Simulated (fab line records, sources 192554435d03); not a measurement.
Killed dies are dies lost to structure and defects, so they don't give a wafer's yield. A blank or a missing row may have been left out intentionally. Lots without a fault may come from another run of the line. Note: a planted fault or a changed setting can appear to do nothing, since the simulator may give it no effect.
Matching of chambers	flow n5Finfet	N5_HKMG_FIN_ALD_75 on aldHk-01: 4 sister chambers
The step deposits Al2O3, target thk 1 nm, co reactant pulse time 1 s. 4 wafers are shown with their chamber, then 8 later ones without.

WAFERS PAIRED WITH THEIR CHAMBERS
wafer	chamber	heaterPowerW (W)
L090.2	2	159
L090.4	1	126
L090.6	0	166
L093.2	3	150

WAFERS WITHOUT THEIR CHAMBER
wafer	heaterPowerW (W)
L093.4	163
L093.5	167
L094.3	169
L094.4	152
L094.5	154
L097.2	153
L097.3	129
L097.5	168

CHAMBER TAKEN BY EACH
wafer	from the rows above	in truth
L093.4	can't be placed: 0 or 2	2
L093.5	0	0
L094.3	0	0
L094.4	can't be placed: 3 or 2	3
L094.5	can't be placed: 3 or 2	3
L097.2	can't be placed: 3 or 2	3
L097.3	1	1
L097.5	0	0
Correct placement for 4 of the 8. These rows do not allow placing 4 (true chamber among the candidates in 4). Wrongly placed: 0.
How it was worked out, from the rows above alone: a wafer's distance from a chamber is the root of the sum, over the readings, of the square of ((its reading less the chamber's mean) divided by the reading's scatter). If the next closest chamber is less than 2 further off than the closest, the wafer can't be placed; otherwise it belongs to the closest. For every chamber, the mean is computed from those of its wafers that are shown. The scatter: root of mean squared gap, hidden wafer to nearest shown wafer, with one shown wafer a chamber.
